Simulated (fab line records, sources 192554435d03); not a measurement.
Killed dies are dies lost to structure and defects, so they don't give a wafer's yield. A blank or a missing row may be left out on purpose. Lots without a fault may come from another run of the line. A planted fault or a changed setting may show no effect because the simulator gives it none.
Chamber matching | flow n5_finfet | N5_BEOL_M8_ETCH_65 on rie_diel-05: 4 sister chambers
The step etches SiARC in CF4, target depth 15.6 nm, time 26 s. 20 wafers are shown with their chamber, then 10 later ones without.

WAFERS WITH THEIR CHAMBER
wafer  | chamber | showerhead_plenum_p_Torr (Torr) | drypump_motor_current_A (A) | throttle_valve_pct (%)
L076.3 | 1       | 2.22                            | 5.6                         | 15.26
L076.4 | 2       | 2.18                            | 5.1                         | 15.15
L076.5 | 2       | 2.18                            | 5.2                         | 15.15
L079.1 | 0       | 2.08                            | 5.4                         | 15.65
L079.2 | 1       | 2.22                            | 5.6                         | 15.27
L079.3 | 3       | 2.16                            | 5.1                         | 15.70
L083.1 | 1       | 2.22                            | 5.6                         | 15.28
L083.3 | 3       | 2.16                            | 5.1                         | 15.72
L083.4 | 2       | 2.18                            | 5.2                         | 15.17
L081.2 | 3       | 2.16                            | 5.1                         | 15.71
L081.3 | 0       | 2.08                            | 5.4                         | 15.69
L081.5 | 2       | 2.18                            | 5.2                         | 15.16
L084.1 | 2       | 2.18                            | 5.2                         | 15.18
L084.4 | 2       | 2.18                            | 5.1                         | 15.17
L084.6 | 1       | 2.22                            | 5.6                         | 15.30
L089.2 | 0       | 2.08                            | 5.4                         | 15.70
L089.4 | 2       | 2.17                            | 5.2                         | 15.18
L089.5 | 1       | 2.21                            | 5.6                         | 15.31
L091.1 | 2       | 2.17                            | 5.2                         | 15.22
L091.5 | 2       | 2.17                            | 5.2                         | 15.20

SIGNATURES (means of the wafers above)
reading                  | chamber 0 | chamber 1 | chamber 2 | chamber 3 | scatter within a chamber
showerhead_plenum_p_Torr | 2.0800    | 2.2180    | 2.1767    | 2.1600    | 0.00418
drypump_motor_current_A  | 5.400     | 5.600     | 5.178     | 5.100     | 0.0312
throttle_valve_pct       | 15.6800   | 15.2840   | 15.1756   | 15.7100   | 0.0217
Rule: a wafer's distance from a chamber is the root of the sum, over the readings, of the square of ((its reading less the chamber's mean) divided by the reading's scatter). The wafer belongs to the nearest chamber; if the next one is less than 2 further off, it can't be placed. The scatter: the root of (the sum of the squares of (reading less its chamber's mean) over the shown wafers, divided by (wafers less chambers)).

WAFERS WITHOUT THEIR CHAMBER
wafer  | showerhead_plenum_p_Torr (Torr) | drypump_motor_current_A (A) | throttle_valve_pct (%)
L091.6 | 2.15                            | 5.1                         | 15.76
L093.2 | 2.07                            | 5.4                         | 15.71
L093.4 | 2.17                            | 5.2                         | 15.21
L093.6 | 2.17                            | 5.1                         | 15.21
L094.2 | 2.21                            | 5.6                         | 15.32
L094.3 | 2.17                            | 5.1                         | 15.22
L094.5 | 2.07                            | 5.4                         | 15.70
L097.2 | 2.16                            | 5.2                         | 15.25
L097.5 | 2.14                            | 5.1                         | 15.80
L097.6 | 2.16                            | 5.1                         | 15.23

WHICH CHAMBER EACH WENT THROUGH
wafer  | from the rows above | in truth
L091.6 | 3                   | 3
L093.2 | 0                   | 0
L093.4 | 2                   | 2
L093.6 | 2                   | 2
L094.2 | 1                   | 1
L094.3 | 2                   | 2
L094.5 | 0                   | 0
L097.2 | 2                   | 2
L097.5 | 3                   | 3
L097.6 | 2                   | 2
Placed correctly: 10 of 10. Can't be placed from these rows: 0. Placed wrongly: 0.
